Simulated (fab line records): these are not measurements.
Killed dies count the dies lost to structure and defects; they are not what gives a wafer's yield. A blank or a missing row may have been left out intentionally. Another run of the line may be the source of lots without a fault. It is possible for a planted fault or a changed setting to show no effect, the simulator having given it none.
Split-lot trial | flow n5-finfet | 7 lots, 39 wafers read, on a route of 1938 steps

== ON THE SPLIT ==
At N5_MOL_CONTACT_COAG_ETCH_67 (etches SOC in N2/H2, target depth 60 nm, overetch 21 nm, time 101.2 s), the setting target-depth-a was moved away from the recipe's 600 angstrom on 15 of the 39 wafers read, by -49.2% to +48.8%. The other wafers ran this setting at the recipe's value.

== FROM THE SPLIT TO THE READING: what the file shows between them, 4 steps ==
- N5_MOL_CONTACT_COAG_STRIP_68: strips in N2/H2
- N5_MOL_CONTACT_COAG_STRIP_69: strips in N2/H2
- N5_MOL_CONTACT_COAG_PRECLEAN_138: cleans in alkaline clean, time 60 s
- N5_MOL_CONTACT_COAG_SRD_139: time 30 s

== THE READING ==
At N5_MOL_CONTACT_COAG_CD_MEAS_101: cd-nm in nanometres, against a target cd of 16 nm. A value of 16.03 nm with a standard deviation of 0.26 nm is what fault-free wafers of this fab line usually give.

wafer  | tool, chamber at the split | target-depth-a as run, angstrom | against the recipe | cd-nm, nm | against lot-mates on the recipe
L074.1 | rie-diel-04, 0             | 494.2                           | -17.6%             | 15.37     | -0.34
L074.2 | rie-diel-04, 1             | 600                             | recipe             | 15.58     | -
L074.3 | rie-diel-04, 2             | 494.2                           | -17.6%             | 15.47     | -0.24
L074.4 | rie-diel-04, 3             | 600                             | recipe             | 15.74     | -
L074.5 | rie-diel-04, 2             | 494.2                           | -17.6%             | 15.24     | -0.47
L074.6 | rie-diel-04, 1             | 600                             | recipe             | 15.80     | -
L077.1 | rie-diel-04, 1             | 600                             | recipe             | 16.18     | -
L077.2 | rie-diel-04, 0             | 356.1                           | -40.6%             | 15.32     | -0.58
L077.3 | rie-diel-04, 3             | 600                             | recipe             | 15.92     | -
L077.4 | rie-diel-04, 2             | 356.1                           | -40.6%             | 15.20     | -0.70
L077.5 | rie-diel-04, 1             | 600                             | recipe             | 15.59     | -
L077.6 | rie-diel-04, 0             | 356.1                           | -40.6%             | 15.38     | -0.52
L079.1 | rie-diel-02, 0             | 600                             | recipe             | 15.97     | -
L079.2 | rie-diel-02, 2             | 698                             | +16.3%             | 16.18     | +0.22
L079.3 | rie-diel-02, 1             | 600                             | recipe             | 16.02     | -
L079.4 | rie-diel-02, 3             | 698                             | +16.3%             | 15.93     | -0.03
L079.5 | rie-diel-02, 0             | 698                             | +16.3%             | 16.39     | +0.43
L079.6 | rie-diel-02, 1             | 600                             | recipe             | 15.89     | -
L081.1 | rie-diel-05, 3             | 600                             | recipe             | 16.27     | -
L081.2 | rie-diel-05, 1             | 600                             | recipe             | 15.81     | -
L081.4 | rie-diel-05, 0             | 600                             | recipe             | 15.95     | -
L083.1 | rie-diel-04, 0             | 600                             | recipe             | 16.02     | -
L083.2 | rie-diel-04, 3             | 892.6                           | +48.8%             | 17.11     | +1.18
L083.3 | rie-diel-04, 2             | 600                             | recipe             | 15.78     | -
L083.4 | rie-diel-04, 1             | 892.6                           | +48.8%             | 16.91     | +0.98
L083.5 | rie-diel-04, 0             | 600                             | recipe             | 15.98     | -
L083.6 | rie-diel-04, 1             | 892.6                           | +48.8%             | 16.78     | +0.85
L091.1 | rie-diel-04, 0             | 305                             | -49.2%             | 15.00     | -1.09
L091.2 | rie-diel-04, 2             | 600                             | recipe             | 16.09     | -
L091.3 | rie-diel-04, 1             | 600                             | recipe             | 15.93     | -
L091.4 | rie-diel-04, 3             | 305                             | -49.2%             | 15.43     | -0.66
L091.5 | rie-diel-04, 0             | 305                             | -49.2%             | 15.41     | -0.68
L091.6 | rie-diel-04, 1             | 600                             | recipe             | 16.25     | -
L092.1 | rie-diel-04, 0             | 600                             | recipe             | 16.24     | -
L092.2 | rie-diel-04, 2             | 600                             | recipe             | 16.10     | -
L092.3 | rie-diel-04, 1             | 600                             | recipe             | 16.16     | -
L092.4 | rie-diel-04, 3             | 600                             | recipe             | 16.18     | -
L092.5 | rie-diel-04, 2             | 600                             | recipe             | 15.76     | -
L092.6 | rie-diel-04, 3             | 600                             | recipe             | 16.67     | -

FIT RESULTS
A straight line over all 39 wafers: cd-nm changes by +0.0174 nm for each +1% of target-depth-a; r = +0.86; the points scatter about the line by 0.24 nm.
The same after taking each lot's own level away (the mean of its wafers on the recipe; 39 wafers): +0.0176 nm for each +1%; r = +0.91; scatter 0.19 nm.
According to that fit, moving target-depth-a by its largest amount changes the reading by 0.86 nm.
From 15.707 to 16.185 nm: that is the span of the lots' own levels, equal to 1.8 times the standard deviation above.
The two slopes agree, so the slope changes little with the lot-to-lot level.
Check: with one of the wafers moved furthest among these (-49.2%) left out of the fit, the line predicts -0.812 nm for it against its lot-mates. It came out at -1.09 nm against them.
Tool readings at the split's step, against how far the setting was moved: oes-product-au r = -0.83.

== OTHER SPLITS ON THESE WAFERS ==
Before the reading, these wafers also passed through other splits. Each is held against what the fit with the lots' levels taken away leaves over:
other split on the same wafers        | wafers away from the commonest value | r with cd-nm (lot level and that fit taken away)
N5_ZERO_LAYER_PECVD_02 time-s         | 12                                   | +0.07
N5_FIN_SAQP_ETCH_69 target-depth-a    | 15                                   | -0.01
N5_SD_EPI_N_DEVELOP_08 develop-time-s | 12                                   | -0.03
N5_HKMG_FIN_ALD_79 ald-cycles         | 9                                    | +0.20

== THE WHOLE CHAIN: every reading that the file lists as answering this split, in the file's order ==
step                            | what it does                                                          | reading                                                                                   | change (the file's fit)                                                              | r (the file's)
N5_MOL_CONTACT_COAG_ETCH_67     | etches SOC in N2/H2, target depth 60 nm, overetch 21 nm, time 101.2 s | oes-product-au                                                                            | -0.0053 a.u. for each +1% of the setting                                             | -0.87
N5_MOL_CONTACT_COAG_ETCH_67     | etches SOC in N2/H2, target depth 60 nm, overetch 21 nm, time 101.2 s | etch.depth-nm (the simulator's own value, which no gauge read)                            | not straight: 52.21 at the lowest setting, 60.04 at the recipe, 59.95 at the highest | not given
N5_MOL_CONTACT_COAG_ETCH_67     | etches SOC in N2/H2, target depth 60 nm, overetch 21 nm, time 101.2 s | SiARC_of_MOL_CONTACT_COAG_COAT_63.thk-nm (the simulator's own value, which no gauge read) | -0.0293 nm for each +1% of the setting                                               | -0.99
N5_MOL_CONTACT_COAG_CD_MEAS_101 | target cd 16 nm                                                       | cd-nm                                                                                     | +0.0175 nm for each +1% of the setting                                               | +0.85

== THE FILE'S OWN FIT ==
cd-nm changes by +0.0175 nm for each +1% of target-depth-a, r = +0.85.
